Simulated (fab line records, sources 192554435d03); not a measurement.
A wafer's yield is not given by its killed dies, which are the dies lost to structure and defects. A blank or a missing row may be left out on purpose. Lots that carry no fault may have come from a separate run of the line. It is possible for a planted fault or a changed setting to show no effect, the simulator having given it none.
Chamber matching | flow n5_finfet | 4 sister chambers for N5_FIN_SAQP_SPACER2_ALD_28 on ald_sin-03
The step deposits SiO2, target thk 8.1 nm, pulse time 1 s, purge time 2 s. 4 wafers are shown with their chamber, then 9 later ones without.

== WAFERS WITH THEIR CHAMBER ==
wafer  | chamber | heater_power_w (W)
L076.6 | 2       | 488
L087.1 | 0       | 485
L087.4 | 1       | 421
L087.5 | 3       | 495

== WAFERS WITH NO CHAMBER GIVEN ==
wafer  | heater_power_w (W)
L090.3 | 431
L090.5 | 491
L090.6 | 435
L093.2 | 508
L093.4 | 499
L093.5 | 497
L096.1 | 500
L096.2 | 437
L096.3 | 487

== EACH ONE'S CHAMBER ==
wafer  | from the rows above          | in truth
L090.3 | 1                            | 1
L090.5 | can't be placed: 2 or 3 or 0 | 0
L090.6 | 1                            | 1
L093.2 | can't be placed: 3 or 2 or 0 | 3
L093.4 | can't be placed: 3 or 2 or 0 | 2
L093.5 | can't be placed: 3 or 2 or 0 | 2
L096.1 | can't be placed: 3 or 2 or 0 | 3
L096.2 | 1                            | 1
L096.3 | can't be placed: 2 or 0 or 3 | 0
3 of 9 placed correctly. Can't be placed from these rows: 6 (the true chamber is among the candidates in 6). Number placed wrongly: 0.
How it was worked out, from the rows above alone: a wafer's distance from a chamber is the root of the sum, over the readings, of the square of ((its reading less the chamber's mean) divided by the reading's scatter). The wafer belongs to the nearest chamber; if the next one is less than 2 further off, it can't be placed. Each chamber's mean is taken over the wafers shown for it. The scatter: with one shown wafer a chamber, the root of the mean of the squares of how far each hidden wafer lies from its nearest shown one.
